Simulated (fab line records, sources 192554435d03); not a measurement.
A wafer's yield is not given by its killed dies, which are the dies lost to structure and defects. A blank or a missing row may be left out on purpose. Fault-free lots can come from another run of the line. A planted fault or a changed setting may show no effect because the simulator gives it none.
Matching of chambers + flow n5Finfet + rieDiel-01 running N5_ZERO_LAYER_DESCUM_16: 4 sister chambers
The step chemistry O2, time 7.9 s. 14 wafers are shown with their chamber, then 7 later ones without.

## WAFERS WITH THEIR CHAMBER
| wafer  | chamber | drypumpMotorCurrentA (A) | showerheadPlenumPTorr (Torr) | throttleValvePct (%) |
|--------|---------|--------------------------|------------------------------|----------------------|
| L074.2 | 3       | 6.5                      | 2.00                         | 20.38                |
| L074.3 | 1       | 6.0                      | 2.10                         | 20.60                |
| L074.6 | 0       | 5.7                      | 2.12                         | 20.72                |
| L077.3 | 1       | 6.0                      | 2.10                         | 20.61                |
| L077.5 | 0       | 5.7                      | 2.12                         | 20.72                |
| L077.6 | 3       | 6.4                      | 2.00                         | 20.40                |
| L078.1 | 2       | 5.5                      | 2.18                         | 20.67                |
| L078.2 | 0       | 5.7                      | 2.12                         | 20.73                |
| L078.3 | 3       | 6.4                      | 2.00                         | 20.39                |
| L087.1 | 2       | 5.5                      | 2.17                         | 20.69                |
| L087.2 | 0       | 5.7                      | 2.11                         | 20.73                |
| L087.6 | 3       | 6.4                      | 1.99                         | 20.41                |
| L088.2 | 0       | 5.7                      | 2.11                         | 20.75                |
| L088.5 | 0       | 5.7                      | 2.11                         | 20.74                |

SIGNATURES, as means of the wafers listed above
| reading               | chamber 0 | chamber 1 | chamber 2 | chamber 3 | scatter within a chamber |
|-----------------------|-----------|-----------|-----------|-----------|--------------------------|
| drypumpMotorCurrentA  | 5.700     | 6.000     | 5.500     | 6.425     | 0.0274                   |
| showerheadPlenumPTorr | 2.1150    | 2.1000    | 2.1750    | 1.9975    | 0.00524                  |
| throttleValvePct      | 20.7317   | 20.6050   | 20.6800   | 20.3950   | 0.012                    |
Rule: for each reading, subtract the chamber's mean from the wafer's reading, divide by that reading's scatter and square the result; add these up over the readings and take the root, which gives the wafer's distance from the chamber. If the next closest chamber is less than 2 further off than the closest, the wafer can't be placed; otherwise it belongs to the closest. The scatter: the root of (the sum of the squares of (reading less its chamber's mean) over the shown wafers, divided by (wafers less chambers)).

## WAFERS WITHOUT THEIR CHAMBER
| wafer  | drypumpMotorCurrentA (A) | showerheadPlenumPTorr (Torr) | throttleValvePct (%) |
|--------|--------------------------|------------------------------|----------------------|
| L088.6 | 6.0                      | 2.09                         | 20.63                |
| L095.1 | 6.5                      | 1.99                         | 20.43                |
| L095.4 | 5.5                      | 2.17                         | 20.72                |
| L095.5 | 6.0                      | 2.08                         | 20.65                |
| L096.3 | 6.0                      | 2.08                         | 20.65                |
| L096.5 | 6.0                      | 2.08                         | 20.67                |
| L096.6 | 5.5                      | 2.17                         | 20.72                |

## WHICH CHAMBER EACH WENT THROUGH
| wafer  | from the rows above | in truth |
|--------|---------------------|----------|
| L088.6 | 1                   | 1        |
| L095.1 | 3                   | 3        |
| L095.4 | 2                   | 2        |
| L095.5 | 1                   | 1        |
| L096.3 | 1                   | 1        |
| L096.5 | 1                   | 1        |
| L096.6 | 2                   | 2        |
Correct placement for 7 of the 7. Number that these rows cannot place: 0. Placed wrongly: 0.
